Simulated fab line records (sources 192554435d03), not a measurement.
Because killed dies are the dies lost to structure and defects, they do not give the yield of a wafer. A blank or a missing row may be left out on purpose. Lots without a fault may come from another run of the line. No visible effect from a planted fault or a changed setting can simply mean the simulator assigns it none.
Split-lot study | flow n5Finfet | 7 lots, 36 wafers read, on a route of 1938 steps

## SPLIT DETAILS
At N5_BEOL_M10_TRENCH_ETCH_37 (etches SiCOH lowk in C4F6/O2, target depth 148.83 nm, time 48 s), the setting targetDepthA was moved away from the recipe's 1488.3 angstrom on 13 of the 36 wafers read, by -31.8% to +44.2%. All remaining wafers had this setting at the recipe value.

## FROM THE SPLIT TO THE READING: what the file shows between them, 8 steps
- N5_BEOL_M10_ETCH_41: etches SiCN in CH3F/O2, target depth 42.6 nm, time 86 s
- N5_BEOL_M10_STRIP_77: strips in N2/H2, time 10 s
- N5_BEOL_M10_OCD_MEAS_38
- N5_BEOL_M10_HM_STRIP_39: strips TiN in peroxide tin strip, target depth 25 nm, time 158 s
- N5_BEOL_M10_SRD_40: time 30 s
- N5_BEOL_M10_ECD_50: material Cu, target thk 318 nm
- N5_BEOL_M10_ANNEAL_51: time 90 s
- N5_BEOL_M10_CMP_52: polishes, stops on SiCOH lowk, t overpolish 7 s, target thk 140 nm

## THE READING
M10_THK, in nm, at N5_BEOL_M10_THK_MEAS_53 (measures by xrf). On this fab line, fault-free wafers typically give 135.4 nm with a standard deviation of 2.1 nm.

wafer  | tool, chamber at the split | targetDepthA as run, angstrom | against the recipe | M10_THK, nm | against lot-mates on the recipe
L080.2 | rieDiel-02, 2              | 1488.3                        | recipe             | 132.9       | -
L080.5 | rieDiel-02, 3              | 2139                          | +43.7%             | 194.9       | +61.9
L080.6 | rieDiel-02, 2              | 1488.3                        | recipe             | 133.1       | -
L083.1 | rieDiel-06, 1              | 1488.3                        | recipe             | 131.5       | -
L083.2 | rieDiel-06, 0              | 1488.3                        | recipe             | 137.0       | -
L083.3 | rieDiel-06, 2              | 2128                          | +43.0%             | 201.0       | +65.5
L083.4 | rieDiel-06, 3              | 2128                          | +43.0%             | 198.0       | +62.5
L083.5 | rieDiel-06, 3              | 2128                          | +43.0%             | 195.5       | +60.0
L083.6 | rieDiel-06, 2              | 1488.3                        | recipe             | 137.9       | -
L089.1 | rieDiel-01, 1              | 1488.3                        | recipe             | 136.9       | -
L089.2 | rieDiel-01, 2              | 2132                          | +43.3%             | 198.6       | +61.5
L089.3 | rieDiel-01, 3              | 2132                          | +43.3%             | 191.5       | +54.4
L089.4 | rieDiel-01, 0              | 2132                          | +43.3%             | 202.9       | +65.8
L089.5 | rieDiel-01, 2              | 1488.3                        | recipe             | 137.4       | -
L089.6 | rieDiel-01, 1              | 1488.3                        | recipe             | 137.1       | -
L090.1 | rieDiel-02, 1              | 1488.3                        | recipe             | 138.1       | -
L090.2 | rieDiel-02, 3              | 1488.3                        | recipe             | 137.7       | -
L090.3 | rieDiel-02, 0              | 2146                          | +44.2%             | 199.0       | +61.2
L090.4 | rieDiel-02, 1              | 2146                          | +44.2%             | 205.7       | +67.9
L090.5 | rieDiel-02, 0              | 2146                          | +44.2%             | 199.2       | +61.4
L090.6 | rieDiel-02, 3              | 1488.3                        | recipe             | 137.6       | -
L092.1 | rieDiel-01, 3              | 1015                          | -31.8%             | 86.0        | -52.5
L092.2 | rieDiel-01, 1              | 1015                          | -31.8%             | 90.6        | -47.9
L092.3 | rieDiel-01, 2              | 1015                          | -31.8%             | 90.7        | -47.8
L092.4 | rieDiel-01, 0              | 1488.3                        | recipe             | 137.7       | -
L092.5 | rieDiel-01, 1              | 1488.3                        | recipe             | 138.6       | -
L092.6 | rieDiel-01, 0              | 1488.3                        | recipe             | 139.2       | -
L094.1 | rieDiel-02, 0              | 1488.3                        | recipe             | 136.2       | -
L094.2 | rieDiel-02, 3              | 1488.3                        | recipe             | 131.7       | -
L094.3 | rieDiel-02, 1              | 1488.3                        | recipe             | 135.3       | -
L094.4 | rieDiel-02, 0              | 1488.3                        | recipe             | 135.1       | -
L094.5 | rieDiel-02, 1              | 1488.3                        | recipe             | 137.2       | -
L094.6 | rieDiel-02, 3              | 1488.3                        | recipe             | 134.5       | -
L091.2 | rieDiel-01, 2              | 1488.3                        | recipe             | 135.3       | -
L091.4 | rieDiel-01, 3              | 1488.3                        | recipe             | 132.4       | -
L091.6 | rieDiel-01, 1              | 1488.3                        | recipe             | 137.6       | -

THE FIT
A straight line over all 36 wafers: M10_THK changes by +1.45 nm for each +1% of targetDepthA; r = +1.00; the points scatter about the line by 2.8 nm.
The same after taking each lot's own level away (the mean of its wafers on the recipe; 36 wafers): +1.46 nm for each +1%; r = +1.00; scatter 2.6 nm.
Per that fit: largest targetDepthA move, reading shift of 64 nm.
The span of the lots' own levels, 133.00 to 138.50 nm, comes to 2.6 times the standard deviation stated above.
So the lot-to-lot level changes the slope little: the two slopes agree.
Check: +64 nm against its lot-mates is what the line predicts for one of the wafers moved furthest among these (+44.2%) when that wafer is left out of the fit. It came out at +61.2 nm against them.

## THE WHOLE CHAIN: every reading that the file lists as answering this split, in the file's order
step                       | what it does                                                       | reading                                                                          | change (the file's fit)                                                                 | r (the file's)
N5_BEOL_M10_TRENCH_ETCH_37 | etches SiCOH lowk in C4F6/O2, target depth 148.83 nm, time 48 s    | BEOL_M10.featureDepthNm (the simulator's own value, which no gauge read)         | +1.5 nm for each +1% of the setting                                                     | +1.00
N5_BEOL_M10_TRENCH_ETCH_37 | etches SiCOH lowk in C4F6/O2, target depth 148.83 nm, time 48 s    | etch.depthNm (the simulator's own value, which no gauge read)                    | +1.51 nm for each +1% of the setting                                                    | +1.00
N5_BEOL_M10_TRENCH_ETCH_37 | etches SiCOH lowk in C4F6/O2, target depth 148.83 nm, time 48 s    | TiN_of_BEOL_M10_HM_DEP_02.thkNm (the simulator's own value, which no gauge read) | -0.0452 nm for each +1% of the setting                                                  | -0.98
N5_BEOL_M10_OCD_MEAS_38    |                                                                    | trenchDepthNm                                                                    | +1.51 nm for each +1% of the setting                                                    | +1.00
N5_BEOL_M10_CMP_52         | polishes, stops on SiCOH lowk, t overpolish 7 s, target thk 140 nm | Cu_of_BEOL_M10_ECD_50.thkNm (the simulator's own value, which no gauge read)     | +1.5 nm for each +1% of the setting                                                     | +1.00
N5_BEOL_M10_THK_MEAS_53    | measures by xrf                                                    | M10_THK                                                                          | +1.45 for each +1% of the setting                                                       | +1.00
N5_BEOL_M10_RS_MEAS_57     | measures by four-point-probe                                       | M10_RS                                                                           | not straight: 0.2453 at the lowest setting, 0.1506 at the recipe, 0.0993 at the highest | not given

## THE FILE'S OWN FIT
M10_THK changes by +1.45 nm for each +1% of targetDepthA, r = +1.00.
